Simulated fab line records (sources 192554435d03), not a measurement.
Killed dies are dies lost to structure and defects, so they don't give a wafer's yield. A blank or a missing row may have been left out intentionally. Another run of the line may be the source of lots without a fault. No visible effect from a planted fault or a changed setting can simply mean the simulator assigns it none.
2 desks, one fault	flow n5Finfet	each desk has only its own numbers; what lay behind them comes last

== METROLOGY DESK ==
Means of the sampled wafers that have a number, per lot and without regard to the tool the lot ran on: this is what the gauges read. The brackets show how far a lot's mean lies from the usual mean; more than 4 standard deviations puts the lot out of limits, marked OUT.
Columns: A = MIM_BOT_OVL at N5_MIM_BOT_LITHO_OVL_MEAS_11, usual 1 nm
lot	first seen here	A
L448	day 12 10:31	7
L449	day 12 18:06	3
L455	day 13 23:55	0
L451	day 14 04:19	-1
L454	day 14 04:26	3
L457	day 14 15:37	-4
L462	day 15 22:41	6
L463	day 16 05:38	-4
L467	day 17 00:37	0
L468	day 17 01:17	11
L469	day 18 03:58	-6
This desk's finding: nothing out of limits on any of the 11 lots.

== DESK OF THE TOOL OWNER: pvdSputter-02 ==
The tool's own readings at N5_BEOL_M2_SPUTTER_90 (material Cu, target thk 4.5 nm, time 8.29 s): means of the sampled wafers that have a number, for each lot that ran on this tool. The brackets show how far a lot's mean lies from the usual mean; more than 4 standard deviations puts the lot out of limits, marked OUT.
Columns: A = throttleValvePct at N5_BEOL_M2_SPUTTER_90, usual 29.8 %
lot	first seen here	A
L448	day 7 02:36	28.8
L451	day 8 12:30	30.6
L454	day 8 14:20	30.1
L457	day 9 03:19	29.1
L462	day 10 22:21	29.2
L463	day 11 08:23	28.4
This desk's finding: nothing out of limits on any of the 6 lots.

== PUT TOGETHER ==
From the metrology desk's view, nothing was out of limits.
The tool owner's desk saw nothing out of limits.

== WHAT THE SIMULATOR PUT IN ==
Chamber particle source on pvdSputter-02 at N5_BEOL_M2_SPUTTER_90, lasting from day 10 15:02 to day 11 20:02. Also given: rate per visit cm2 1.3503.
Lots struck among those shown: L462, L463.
